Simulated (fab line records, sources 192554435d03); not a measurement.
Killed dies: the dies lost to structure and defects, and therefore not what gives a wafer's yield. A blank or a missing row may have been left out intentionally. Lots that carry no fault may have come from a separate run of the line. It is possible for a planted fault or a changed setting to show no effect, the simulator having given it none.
Chamber matching -- flow n5-finfet -- ald-sin-01 running N5_GATE_CUT_SAC_CAP_01: 4 sister chambers
The step material SiNx, target thk 24 nm, pulse time 1 s, ald cycles 480. 4 wafers are shown with their chamber, then 7 later ones without.

WAFERS WITH THEIR CHAMBER
wafer,chamber,heater-power-w (W)
L091.3,2,673
L091.6,1,897
L093.1,0,921
L093.2,3,740

WAFERS WHOSE CHAMBER IS MISSING
wafer,heater-power-w (W)
L093.5,729
L094.1,670
L094.5,653
L094.6,735
L096.1,964
L096.3,676
L096.4,743

THE CHAMBER EACH PASSED THROUGH
wafer,from the rows above,in truth
L093.5,3,3
L094.1,2,2
L094.5,2,2
L094.6,3,3
L096.1,can't be placed: 0 or 1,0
L096.3,2,2
L096.4,3,3
Correct placement for 6 of the 7. From these rows, 1 cannot be placed; in 1 the true chamber is one of the candidates. Placed wrongly: 0.
How it was worked out, from the rows above alone: a wafer's distance from a chamber is the root of the sum, over the readings, of the square of ((its reading less the chamber's mean) divided by the reading's scatter). If the next closest chamber is less than 2 further off than the closest, the wafer can't be placed; otherwise it belongs to the closest. Each chamber's mean is taken over the wafers shown for it. The scatter: with one shown wafer a chamber, the root of the mean of the squares of how far each hidden wafer lies from its nearest shown one.
